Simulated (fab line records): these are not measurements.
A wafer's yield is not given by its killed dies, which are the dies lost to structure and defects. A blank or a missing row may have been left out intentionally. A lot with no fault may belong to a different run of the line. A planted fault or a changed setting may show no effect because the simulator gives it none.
Struck lot and sound lot, side by side + flow nand harc + 13 out of 1302 route steps
Sound: the wafers L649.1, L649.3, L649.4. Wafers struck: L641.3, L641.4, L641.6. The cause is named last.
Order at every step that has rows: each side's tool, ch and its chambers, its first start. Under that, the readings that differ: sound wafers + struck wafers + difference of the means + sigmas: that difference in standard deviations of wafers without a fault.
alike: words and numbers the same on both sides, and readings whose means are apart by under 2 such deviations; not compared: readings that were withheld, readings missing a value for some wafer, numbers with overlapping values and no deviation given by the record, and bounds like >300 which may hide the same value.
Wherever a step has rows on one side only, a row that says differs or no value, or a row with sigmas, the two part there. When numbers do not overlap yet have no deviation, they are printed without sigmas and do not part them. A reading missing from all wafers of one side parts the sides only when that side holds two or more wafers.

NHARC_A_ONON_D2_THK_MEAS_34: measures by ellipsometry.
  sound on film metro-01 at day 21 23:22; struck on film metro-02 at day 17 21:51
  alike: thk nm
NHARC_A_ONON_D2_INSPECT_32:
  sound on defect inspect-01 at day 21 23:25; struck on defect inspect-01 at day 17 21:56
| reading          | sound       | struck      | difference | sigmas |
|------------------|-------------|-------------|------------|--------|
| raw defect count | 250 399 397 | 370 988 769 | +360       | +3     |
NHARC_A_CHANNEL_HOLE_D2_DEP_00: deposits aC, target thk 3100 nm.
  sound on acl dep-01 ch 0, day 22 00:55; struck on acl dep-03 ch 0, day 18 00:23
  alike: throttle valve pct
NHARC_A_CHANNEL_HOLE_D2_DEP_01: deposits SiON, target thk 140 nm.
  sound on pecvd-02 ch 1,2, day 22 02:55; struck on pecvd-04 ch 0,1, day 18 01:41
  alike: heater power w
then, 7 steps without rows for these wafers: NHARC_A_CHANNEL_HOLE_D2_DEHYDRATE_02 (time 120 s); NHARC_A_CHANNEL_HOLE_D2_HMDS_03 (time 30 s); NHARC_A_CHANNEL_HOLE_D2_COAT_36 (time 75 s); NHARC_A_CHANNEL_HOLE_D2_COAT_37 (time 65 s); NHARC_A_CHANNEL_HOLE_D2_COAT_04 (resist thk 90 nm); NHARC_A_CHANNEL_HOLE_D2_SOFTBAKE_05 (time 55 s); NHARC_A_CHANNEL_HOLE_D2_EBR_06.
NHARC_A_CHANNEL_HOLE_D2_EXPOSE_07: exposes mask HOLE D2, target cd 100 nm.
  sound on arfi scanner-01 ch 0, day 22 03:28; struck on arfi scanner-01, day 18 02:09
  no value came back on the struck wafers for exposure dose mJ cm2, focus offset nm (nm); on the sound wafers exposure dose mJ cm2 reads 59.57 59.47 59.52
  alike: mask
then, 1 step without rows for these wafers: NHARC_A_CHANNEL_HOLE_D2_PEB_08 (peb time 65 s).

== WHERE THEY PART ==
At NHARC_A_ONON_D2_INSPECT_32 first; at NHARC_A_CHANNEL_HOLE_D2_EXPOSE_07 last (within this record only).

WHY: whatever the simulator had introduced
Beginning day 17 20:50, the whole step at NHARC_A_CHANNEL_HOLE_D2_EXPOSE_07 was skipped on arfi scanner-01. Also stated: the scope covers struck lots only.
